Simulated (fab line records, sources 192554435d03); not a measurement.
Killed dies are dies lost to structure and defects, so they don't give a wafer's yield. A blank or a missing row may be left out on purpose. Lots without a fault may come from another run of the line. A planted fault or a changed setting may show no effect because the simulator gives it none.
fab line records | flow n5_finfet
record lots=6 wafers=18 last_day=18
route steps=1938 shown HKMG_FIN@444 BEOL_M4@1111
lots that met no fault: from a run of the same line without faults
start_h: hours from the record's first day to the start of the lot's first wafer shown | wait_h: hours since the lot's step before | " the same as in the row above | L1.1+2: a row that stands for several wafers | - no value, or no start given | * or withheld: withheld | < > ~ a bound
route shown NAME@n: a module of which the file shows steps, and the number in the route of the first | usual: mean/standard deviation of fault-free wafers | same: alike in all rows | chamber/n: place in a boat | sites: the reading at each site | _std_site: their standard deviation | _edge_site: outer sites' mean less inner sites' | radius_mm: how far each site lies from the wafer's centre | mask NAME#n: copy n | behind: the tool/chamber that last shaped the wafer | hold: why the lot was held/for how many hours/how that ended | device: the transistor (n, p or np) that didn't switch | end of line: the same wafers' tests at the end of the route | a step without rows: its recipe alone | killed: dies lost to structure and defects at the first sort, not the wafer's yield | map: a wafer's dies, x killed, . not, _ none there
set.NAME: the setting as run; set.NAME@STEP: as run at that earlier step | model.NAME: the simulator's own value behind a step, which no gauge read
lots at some steps of the route; a table a step, a row a wafer
services: from which hour (start_h, from the record's first day; less than 0 if before it) a tool's chamber was out of use, for how many hours, and why
## steps
# step N5_HKMG_FIN_ETCH_86
# recipe chemistry=N2/H2 target=SOC target_depth_a=3932 stop_on=TiN ion_energy_ev=100 bias_w=61 pressure_mtorr=30 source_w=850 n2_flow_sccm=200 h2_flow_sccm=200
# usual drypump_motor_current_A=5.7/0.43 oes_product_au=0.76/0.059 rf_fwd_power_W=843/3.8 rf_vpp_V=241.1/1.1 showerhead_plenum_p_Torr=2.57/0.064 throttle_valve_pct=17.75/0.19
# columns lot.wafer tool chamber start_h wait_h drypump_motor_current_A oes_product_au rf_fwd_power_W rf_hours_counter_h rf_vpp_V showerhead_plenum_p_Torr throttle_valve_pct
L993.2 rie_diel-04 0 95.25 - 6.1 0.77 850 140 239.4 2.54 18.00
L993.3 " 3 " " 5.9 0.73 840 178 243.3 2.63 17.70
L993.5 " 3 " " 5.9 0.74 837 - 242.0 2.62 17.70
L994.2 rie_diel-04 0 100.59 - 6.1 0.77 846 142 240.2 2.54 17.99
L994.4 " 1 " " 6.0 0.89 832 16 241.6 2.61 17.83
L994.5 " 0 " " 6.1 0.77 846 - 240.3 2.54 17.97
L999.3 rie_diel-01 0 137.21 - 5.8 0.76 843 144 241.4 2.54 17.67
L999.5 " 3 " " 6.2 0.85 843 - 242.1 2.69 17.46
L999.6 " 2 " " 4.8 0.72 842 - 238.4 2.44 17.98
L100.2 rie_diel-03 0 137.67 - 5.3 0.80 844 90 242.1 2.67 17.42
L100.4 " 2 " " 5.2 0.78 847 153 242.4 2.53 17.55
L100.5 " 2 " " 5.2 0.77 844 - 240.4 2.53 17.55
L103.1 rie_diel-01 0 156.93 - 5.8 0.75 845 152 241.3 2.53 17.66
L103.3 " 2 " " 4.8 0.72 846 171 240.0 2.44 17.98
L103.5 " 0 " " 5.8 0.76 847 - 242.2 2.53 17.68
L113.2 rie_diel-01 2 214.09 - 4.8 0.70 842 191 239.2 2.43 18.02
L113.3 " 1 " " 5.1 0.68 842 252 242.2 2.62 17.90
L113.6 " 2 " " 4.8 0.70 845 - 239.4 2.43 18.03
# step N5_HKMG_FIN_STRIP_89
# recipe chemistry=N2/H2 material=SOC time_s=20 power_w=500 temp_c=40 pressure_mtorr=50 rf_frequency_hz=6e+07 bias_power_w=8 h2_frac=0.5 n2_flow_sccm=300 h2_flow_sccm=300
# step N5_HKMG_FIN_WET_ETCH_87
# recipe chemistry=SC1 target=TiN mix=1:2:40 temp_c=50 time_s=154.2 target_depth_nm=4.7 dry=ipa_marangoni rinse_time_s=30 rinse_temp_c=23
# step N5_HKMG_FIN_STRIP_88
# recipe chemistry=N2/H2 power_w=2500 temp_c=300 h2_frac=0.65 time_s=360 pressure_mtorr=withheld n2_flow_sccm=1750 h2_flow_sccm=3250
# step N5_HKMG_FIN_NWFM_ALD_20
# recipe material=TiAlC target_thk_a=20 temp_c=300 ald_precursor_family=TiCl4 ald_co_reactant=TEA pulse_time_s=3 purge_time_s=2 co_reactant_purge_time_s=2 co_reactant_pulse_time_s=10 ald_cycles=7 pressure_torr=3
# usual heater_power_w=496/47 precursor_pulse_height_rel=0.999/0.021 susceptor_temp_C=300.01/0.2
# columns lot.wafer tool chamber start_h wait_h heater_power_w precursor_pulse_height_rel susceptor_temp_C
L993.2 ald_metal-01 2 95.89 0.3 550 0.965 300.10
L993.3 " 0 " " 484 0.969 299.81
L993.5 " 2 " " 547 0.990 300.23
L994.2 ald_metal-03 3 101.23 0.3 558 0.977 299.76
L994.4 " 0 " " 500 1.029 300.15
L994.5 " 2 " " 497 1.009 300.04
L999.3 ald_metal-04 0 137.85 0.1 515 0.997 300.19
L999.5 " 3 " " 455 0.999 300.25
L999.6 " 2 " " 514 0.973 299.95
L100.2 ald_metal-01 0 138.30 0.3 488 1.026 299.97
L100.4 " 1 " " 407 1.051 300.50
L100.5 " 1 " " 408 0.993 300.29
L103.1 ald_metal-01 1 157.56 0.3 428 1.017 300.40
L103.3 " 2 " " 557 1.032 299.74
L103.5 " 3 " " 539 0.972 299.82
L113.2 ald_metal-03 2 214.74 0.3 488 0.996 300.09
L113.3 " 0 " " 508 1.000 299.95
L113.6 " 3 " " 553 0.984 300.25
# step N5_HKMG_FIN_ALD_71
# recipe material=TiN target_thk_a=10 temp_c=400 ald_precursor_family=TiCl4 ald_co_reactant=NH3 pulse_time_s=1 purge_time_s=3 co_reactant_purge_time_s=2 co_reactant_pulse_time_s=2 ald_cycles=47 pressure_torr=3
# step N5_HKMG_FIN_COAT_66
# recipe resist=SOC temp_c=250 time_s=60 spin_rpm=1500 resist_thk_nm=300
# step N5_HKMG_FIN_ETCH_67
# recipe chemistry=N2/H2 target=SOC target_depth_a=3889 stop_on=TiN ion_energy_ev=100 bias_w=61 pressure_mtorr=30 source_w=850 n2_flow_sccm=200 h2_flow_sccm=200
# usual drypump_motor_current_A=5.6/0.44 oes_product_au=0.75/0.056 rf_fwd_power_W=844/3.4 rf_vpp_V=241.2/1.2 showerhead_plenum_p_Torr=2.58/0.071 throttle_valve_pct=17.70/0.19
# columns lot.wafer tool chamber start_h wait_h drypump_motor_current_A oes_product_au rf_fwd_power_W rf_hours_counter_h rf_vpp_V showerhead_plenum_p_Torr throttle_valve_pct
L993.2 rie_diel-03 3 96.33 - 5.9 0.68 838 222 241.6 2.62 17.84
L993.3 " 2 " " 5.2 0.79 847 139 240.3 2.53 17.51
L993.5 " 0 " " 5.3 0.82 847 - 243.5 2.67 17.41
L994.2 rie_diel-01 0 101.68 - 5.8 0.77 845 133 240.4 2.54 17.63
L994.4 " 3 " " 6.2 0.90 846 15 241.4 2.70 17.43
L994.5 " 3 " " 6.2 0.89 847 - 241.8 2.70 17.45
L999.3 rie_diel-03 2 138.28 - 5.2 0.77 848 153 240.3 2.53 17.52
L999.5 " 3 " " 5.9 0.68 838 - 242.0 2.61 17.86
L999.6 " 2 " " 5.2 0.77 849 - 241.2 2.53 17.53
L100.2 rie_diel-03 2 138.74 - 5.2 0.77 850 154 241.0 2.53 17.54
L100.4 " 3 " " 5.9 0.67 844 237 241.3 2.61 17.86
L100.5 " 1 " " 5.4 0.76 850 - 241.3 2.56 17.62
L103.1 rie_diel-03 1 158.00 - 5.4 0.75 845 132 241.0 2.56 17.64
L103.3 " 0 " " 5.3 0.80 845 97 241.8 2.66 17.42
L103.5 " 0 " " 5.4 0.80 845 - 243.2 2.66 17.43
L113.2 rie_diel-01 0 215.30 - 5.8 0.73 845 175 241.3 2.53 17.71
L113.3 " 1 " " 5.1 0.68 840 253 243.0 2.62 17.91
L113.6 " 0 " " 5.8 0.74 842 - 240.1 2.53 17.71
# step N5_HKMG_FIN_STRIP_90
# recipe chemistry=N2/H2 material=SOC time_s=20 power_w=500 temp_c=40 pressure_mtorr=50 rf_frequency_hz=6e+07 bias_power_w=8 h2_frac=0.5 n2_flow_sccm=300 h2_flow_sccm=300
# usual bias_power_w=8.001/0.023 drypump_motor_current_A=5.6/0.44 oes_product_au=0.77/0.06 rf_fwd_power_W=497.0/2 rf_vpp_V=54.3/0.85 showerhead_plenum_p_Torr=3.40/0.091 throttle_valve_pct=18.84/0.28
# columns lot.wafer tool chamber start_h wait_h bias_power_w drypump_motor_current_A oes_product_au rf_fwd_power_W rf_hours_counter_h rf_vpp_V showerhead_plenum_p_Torr throttle_valve_pct
L993.2 rie_diel-03 3 96.39 0.0 7.996 5.9 0.69 493.8 222 53.7 3.46 19.19
L993.3 " 2 " " 8.007 5.2 0.80 500.0 139 54.3 3.35 18.63
L993.5 " 0 " " 8.012 5.3 0.84 499.1 - 54.4 3.52 18.39
L994.2 rie_diel-01 0 101.74 0.0 7.998 5.9 0.77 499.4 133 54.7 3.36 18.83
L994.4 " 3 " " 7.987 6.2 0.93 499.2 15 56.5 3.56 18.46
L994.5 " 3 " " 7.966 6.2 0.92 499.2 - 54.3 3.55 18.48
L999.3 rie_diel-03 2 138.34 0.0 8.018 5.2 0.79 496.0 154 54.6 3.34 18.64
L999.5 " 3 " " 8.006 5.9 0.68 497.2 - 53.6 3.45 19.21
L999.6 " 2 " " 8.042 5.2 0.79 495.5 - 54.4 3.34 18.64
L100.2 rie_diel-03 2 138.80 0.0 7.988 5.2 0.79 495.3 154 55.2 3.34 18.64
L100.4 " 3 " " 8.009 6.0 0.69 495.7 237 55.9 3.45 19.23
L100.5 " 1 " " 7.970 5.4 0.76 497.1 - 53.4 3.38 18.76
L103.1 rie_diel-03 1 158.06 0.0 7.967 5.4 0.76 501.6 132 54.1 3.38 18.76
L103.3 " 0 " " 7.995 5.3 0.81 497.9 97 54.6 3.51 18.41
L103.5 " 0 " " 7.993 5.3 0.81 496.1 - 54.9 3.51 18.40
L113.2 rie_diel-01 0 215.36 0.0 7.996 5.9 0.75 496.2 175 54.1 3.34 18.90
L113.3 " 1 " " 7.991 5.1 0.69 495.1 253 55.1 3.45 19.00
L113.6 " 0 " " 7.979 5.9 0.74 495.7 - 52.5 3.34 18.89
# step N5_HKMG_FIN_WET_ETCH_73
# recipe chemistry=SC1 mix=1:2:40 temp_c=50 time_s=42.3 target_depth_nm=1.3 dry=ipa_marangoni rinse_time_s=30 rinse_temp_c=23
# step N5_HKMG_FIN_ETCHBACK_68
# recipe chemistry=Cl2/Ar stop_on=HfO2 target_depth_a=5 pressure_mtorr=10 icp_w=600 bias_w=60 Cl2_flow_sccm=40 Ar_flow_sccm=60
# usual drypump_motor_current_A=5.7/0.44 oes_product_au=0.84/0.13 rf_fwd_power_W=596.9/1.9 throttle_valve_pct=20.84/0.27
# columns lot.wafer tool chamber start_h wait_h drypump_motor_current_A oes_product_au rf_fwd_power_W rf_hours_counter_h throttle_valve_pct
L993.2 rie_metal-03 1 96.61 0.0 4.9 0.58 596.5 149 21.03
L993.3 " 0 " " 5.4 0.98 599.2 - 20.44
L993.5 " 0 " " 5.5 0.96 596.7 - 20.47
L994.2 rie_metal-03 0 101.90 0.0 5.4 0.96 597.0 1 20.46
L994.4 " 0 " " 5.5 0.96 597.5 - 20.45
L994.5 " 0 " " 5.5 0.96 597.3 - 20.47
L999.3 rie_metal-03 0 138.59 0.1 5.4 0.91 593.0 - 20.45
L999.5 " 0 " " 5.4 0.92 594.6 - 20.48
L999.6 " 0 " " 5.4 0.93 594.8 - 20.48
L100.2 rie_metal-01 1 139.00 0.1 6.1 0.77 598.1 - 20.77
L100.4 " 1 " " 6.0 0.77 597.4 - 20.75
L100.5 " 1 " " 6.0 0.77 598.7 - 20.78
L103.1 rie_metal-02 1 158.22 0.0 6.2 0.90 593.5 5 21.14
L103.3 " 0 " " 6.1 0.89 595.3 - 20.99
L103.5 " 0 " " 6.1 0.89 593.4 - 20.97
L113.2 rie_metal-03 0 215.52 0.0 5.4 0.86 599.1 12 20.50
L113.3 " 1 " " 4.9 0.83 601.0 - 20.80
L113.6 " 1 " " 4.9 0.89 599.0 - 20.73
# step N5_HKMG_FIN_STRIP_69
# recipe chemistry=N2/H2 power_w=2500 temp_c=300 h2_frac=0.65 time_s=360 pressure_mtorr=withheld n2_flow_sccm=1750 h2_flow_sccm=3250
# step N5_HKMG_FIN_ALD_21
# recipe material=TiN target_thk_a=15 temp_c=400 ald_precursor_family=TiCl4 ald_co_reactant=NH3 pulse_time_s=1 purge_time_s=3 co_reactant_purge_time_s=2 co_reactant_pulse_time_s=2 ald_cycles=68 pressure_torr=3
# usual heater_power_w=885/72 precursor_pulse_height_rel=1.001/0.019 susceptor_temp_C=400.01/0.24
# columns lot.wafer tool chamber start_h wait_h heater_power_w precursor_pulse_height_rel susceptor_temp_C
L993.2 ald_metal-03 1 97.13 0.3 747 1.027 400.25
L993.3 " 3 " " 991 1.004 400.18
L993.5 " 0 " " 909 0.990 399.51
L994.2 ald_metal-04 0 102.43 0.3 900 0.983 400.02
L994.4 " 2 " " 917 1.012 400.25
L994.5 " 3 " " 825 0.978 399.86
L999.3 ald_metal-03 2 139.17 0.1 908 0.989 400.05
L999.5 " 0 " " 944 1.023 399.86
L999.6 " 1 " " 767 0.994 399.93
L100.2 ald_metal-04 2 139.60 0.3 905 0.991 396.25
L100.4 " 1 " " 870 1.023 396.34
L100.5 " 0 " " 868 1.009 396.09
L103.1 ald_metal-04 3 158.74 0.3 809 1.010 395.93
L103.3 " 2 " " 895 0.977 396.13
L103.5 " 0 " " 874 1.017 395.82
L113.2 ald_metal-04 2 216.07 0.3 941 0.988 399.96
L113.3 " 3 " " 846 0.995 399.89
L113.6 " 0 " " 892 0.969 399.64
# step N5_HKMG_FIN_ALD_72
# recipe material=W target_thk_a=20 temp_c=300 pressure_torr=7.5 ald_precursor_family=WF6 ald_co_reactant=B2H6 pulse_time_s=1 purge_time_s=2 co_reactant_purge_time_s=2 co_reactant_pulse_time_s=3 ald_cycles=7
# step N5_BEOL_M4_RC_MEAS_101
# usual DIBL_N=36.2/1.7 DIBL_P=36.2/2.2 IOFF_N=0.16/0.035 IOFF_P=0.21/0.042 ION_N=673/13 ION_P=462/7.9 SS_N=71.4/0.59 SS_P=73.2/0.7 VT_N=250/3.6 VT_P=-251/3.5
# columns lot.wafer tool chamber start_h wait_h DIBL_N[mV/V] DIBL_P[mV/V] IOFF_N[nA/um] IOFF_P[nA/um] ION_N[uA/um] ION_P[uA/um] SS_N[mV/dec] SS_P[mV/dec] VT_N[mV] VT_P[mV]
L993.2 prober-02 0 175.38 0.2 35.7 38.2 0.20 0.28 691 470 71.4 74.0 244 -242
L993.3 " 0 " " 35.8 37.6 0.19 0.26 680 466 71.3 73.5 248 -243
L993.5 " 0 " " 36.6 38.1 0.21 0.26 701 472 72.2 74.1 245 -246
L994.2 prober-02 0 178.33 0.2 35.6 35.1 0.16 0.21 672 465 70.8 73.2 249 -251
L994.4 " 0 " " 33.1 32.7 0.11 0.16 654 456 70.4 72.1 255 -253
L994.5 " 0 " " 35.7 36.2 0.16 0.23 674 462 71.2 73.7 247 -248
L999.3 prober-01 0 233.78 0.3 36.2 37.8 0.16 0.23 667 467 71.5 73.9 251 -248
L999.5 " 0 " " 37.1 37.8 0.16 0.23 673 463 71.8 73.4 247 -247
L999.6 " 0 " " 36.7 36.5 0.15 0.21 663 459 71.7 73.4 252 -252
L100.2 prober-01 0 237.76 0.2 40.1 40.2 0.23 0.26 680 464 72.5 73.4 244 -252
L100.4 " 0 " " 33.8 33.7 0.12 0.17 653 449 70.6 72.2 256 -253
L100.5 " 0 " " 38.5 39.5 0.21 0.26 688 465 71.7 73.7 247 -251
L103.1 prober-02 0 247.81 0.0 35.6 34.2 0.13 0.17 675 455 71.1 72.4 252 -256
L103.3 " 0 " " 33.0 31.8 0.10 0.14 662 457 69.9 72.5 256 -256
L103.5 " 0 " " 34.5 32.8 0.12 0.15 661 453 70.9 72.1 255 -257
L113.2 prober-01 0 305.94 0.2 34.3 34.9 0.13 0.15 668 447 70.6 72.8 256 -258
L113.3 " 0 " " 37.6 38.2 0.20 0.19 685 456 72.2 74.1 248 -254
L113.6 " 0 " " 36.9 38.7 0.19 0.20 686 454 72.1 73.7 247 -256
## services
# columns tool chamber start_h hours kind
rie_metal-03 0 75.98 - clean
rie_metal-03 0 75.98 18.3 scheduled_down
rie_metal-03 0 75.98 18.3 vent_cycle
rie_metal-02 1 94.62 - clean
rie_diel-01 0 112.49 8.4 repair
ald_metal-04 - 114.09 0.6 repair
rie_metal-03 1 120.10 - clean
rie_metal-03 1 120.10 23.6 scheduled_down
rie_metal-03 1 120.10 23.6 vent_cycle
ald_metal-04 - 132.97 2.8 pm
rie_diel-03 - 150.21 4.3 pm
rie_diel-04 1 161.52 5.3 repair
rie_diel-03 3 180.27 - clean
rie_diel-03 3 180.27 - consumable_replace:focus_ring
rie_diel-03 3 180.27 28.1 scheduled_down
rie_diel-03 3 180.27 28.1 vent_cycle
rie_metal-03 - 186.42 2.8 pm
rie_metal-01 - 189.92 0.2 repair
rie_diel-01 3 191.98 14.3 repair
rie_diel-04 2 210.28 - clean
rie_diel-04 2 210.28 - consumable_replace:focus_ring
rie_diel-04 2 210.28 22.0 scheduled_down
rie_diel-04 2 210.28 22.0 vent_cycle
rie_diel-03 - 211.67 1.7 repair
## key
first_sign step=N5_HKMG_FIN_ALD_21 reading=susceptor_temp_C direction=down sigmas=16 usual=* struck=*
effect none on later readings
met_at N5_HKMG_FIN_ALD_21
struck_wafers L100.2,L100.4,L100.5,L103.1,L103.3,L103.5
onset_between 102.43 139.60
fault kind=process_parameter_drift tool=ald_metal-04 chamber=- onset_h=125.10 steps=N5_HKMG_FIN_ALD_21 channel=temp_c offset=* shape=step end_h=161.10 acts_in=* stated=*
